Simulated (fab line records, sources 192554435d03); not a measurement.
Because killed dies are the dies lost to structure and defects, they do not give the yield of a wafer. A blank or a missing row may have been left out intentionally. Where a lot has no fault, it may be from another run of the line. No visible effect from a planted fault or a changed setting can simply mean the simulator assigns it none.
Split-lot experiment + flow n5_finfet + 39 wafers read across 7 lots, on a route 1938 steps long

== ABOUT THE SPLIT ==
At N5_DUMMY_GATE_EXPOSE_12 (exposes mask GATE, target cd 25 nm), the setting dose_mj was moved away from the recipe's 34 on 15 of the 39 wafers read, by -5.1% to +7.0%. All remaining wafers had this setting at the recipe value.

== FROM THE SPLIT TO THE READING: what the file shows between them, 2 steps ==
- N5_DUMMY_GATE_PEB_13: peb time 60 s
- N5_DUMMY_GATE_DEVELOP_14: develop time 30 s

== THE READING ==
Shown in nm: cd_nm at N5_DUMMY_GATE_CD_MEAS_15, with target cd 25.8 nm. Typical for fault-free wafers on this fab line: 24.97 nm, with standard deviation 0.23 nm.

| wafer  | tool, chamber at the split | dose_mj as run | against the recipe | cd_nm, nm | against lot-mates on the recipe |
|--------|----------------------------|----------------|--------------------|-----------|---------------------------------|
| L074.1 | euv_scanner-01, 0          | 36.39          | +7.0%              | 24.00     | -1.14                           |
| L074.2 | euv_scanner-01, 0          | 36.39          | +7.0%              | 23.66     | -1.48                           |
| L074.3 | euv_scanner-01, 0          | 34             | recipe             | 25.22     | -                               |
| L074.4 | euv_scanner-01, 0          | 36.39          | +7.0%              | 23.92     | -1.22                           |
| L074.5 | euv_scanner-01, 0          | 34             | recipe             | 24.91     | -                               |
| L074.6 | euv_scanner-01, 0          | 34             | recipe             | 25.30     | -                               |
| L076.1 | euv_scanner-02, 0          | 34             | recipe             | 24.69     | -                               |
| L076.2 | euv_scanner-02, 0          | 34             | recipe             | 25.19     | -                               |
| L076.3 | euv_scanner-02, 0          | 34             | recipe             | 25.11     | -                               |
| L076.4 | euv_scanner-02, 0          | 34             | recipe             | 25.05     | -                               |
| L076.5 | euv_scanner-02, 0          | 34             | recipe             | 24.67     | -                               |
| L076.6 | euv_scanner-02, 0          | 34             | recipe             | 25.05     | -                               |
| L080.4 | euv_scanner-01, 0          | 34             | recipe             | 25.15     | -                               |
| L080.5 | euv_scanner-01, 0          | 34             | recipe             | 24.90     | -                               |
| L080.6 | euv_scanner-01, 0          | 34             | recipe             | 25.07     | -                               |
| L086.1 | euv_scanner-01, 0          | 34             | recipe             | 25.06     | -                               |
| L086.2 | euv_scanner-01, 0          | 34             | recipe             | 25.22     | -                               |
| L086.3 | euv_scanner-01, 0          | 32.31          | -5.0%              | 25.82     | +0.72                           |
| L086.4 | euv_scanner-01, 0          | 32.31          | -5.0%              | 26.16     | +1.06                           |
| L086.5 | euv_scanner-01, 0          | 34             | recipe             | 25.03     | -                               |
| L086.6 | euv_scanner-01, 0          | 32.31          | -5.0%              | 25.72     | +0.62                           |
| L090.1 | euv_scanner-01, 0          | 32.28          | -5.1%              | 26.08     | +1.29                           |
| L090.2 | euv_scanner-01, 0          | 32.28          | -5.1%              | 25.92     | +1.13                           |
| L090.3 | euv_scanner-01, 0          | 32.28          | -5.1%              | 25.62     | +0.83                           |
| L090.4 | euv_scanner-01, 0          | 34             | recipe             | 24.95     | -                               |
| L090.5 | euv_scanner-01, 0          | 34             | recipe             | 24.50     | -                               |
| L090.6 | euv_scanner-01, 0          | 34             | recipe             | 24.93     | -                               |
| L092.1 | euv_scanner-01, 0          | 34.75          | +2.2%              | 24.47     | -0.75                           |
| L092.2 | euv_scanner-01, 0          | 34.75          | +2.2%              | 25.00     | -0.22                           |
| L092.3 | euv_scanner-01, 0          | 34             | recipe             | 25.60     | -                               |
| L092.4 | euv_scanner-01, 0          | 34.75          | +2.2%              | 24.40     | -0.82                           |
| L092.5 | euv_scanner-01, 0          | 34             | recipe             | 24.70     | -                               |
| L092.6 | euv_scanner-01, 0          | 34             | recipe             | 25.35     | -                               |
| L094.1 | euv_scanner-01, 0          | 34             | recipe             | 24.97     | -                               |
| L094.2 | euv_scanner-01, 0          | 36.29          | +6.7%              | 23.94     | -1.18                           |
| L094.3 | euv_scanner-01, 0          | 34             | recipe             | 25.12     | -                               |
| L094.4 | euv_scanner-01, 0          | 36.29          | +6.7%              | 23.81     | -1.31                           |
| L094.5 | euv_scanner-01, 0          | 36.29          | +6.7%              | 23.88     | -1.24                           |
| L094.6 | euv_scanner-01, 0          | 34             | recipe             | 25.27     | -                               |

THE FIT
A straight line over all 39 wafers: cd_nm changes by -0.17 nm for each +1% of dose_mj; r = -0.93; the points scatter about the line by 0.23 nm.
The same after taking each lot's own level away (the mean of its wafers on the recipe; 39 wafers): -0.187 nm for each +1%; r = -0.95; scatter 0.21 nm.
According to that fit, moving dose_mj by its largest amount changes the reading by 1.3 nm.
The span of the lots' own levels, 24.793 to 25.217 nm, comes to 1.8 times the standard deviation stated above.
The two slopes are in agreement: the lot-to-lot level therefore moves the slope only a little.
Check: -1.35 nm against its lot-mates is what the line predicts for one of the wafers moved furthest among these (+7.0%) when that wafer is left out of the fit. It came out at -1.14 nm against them.

== FILE'S OWN FIT ==
cd_nm changes by -0.188 nm for each +1% of dose_mj, r = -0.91.
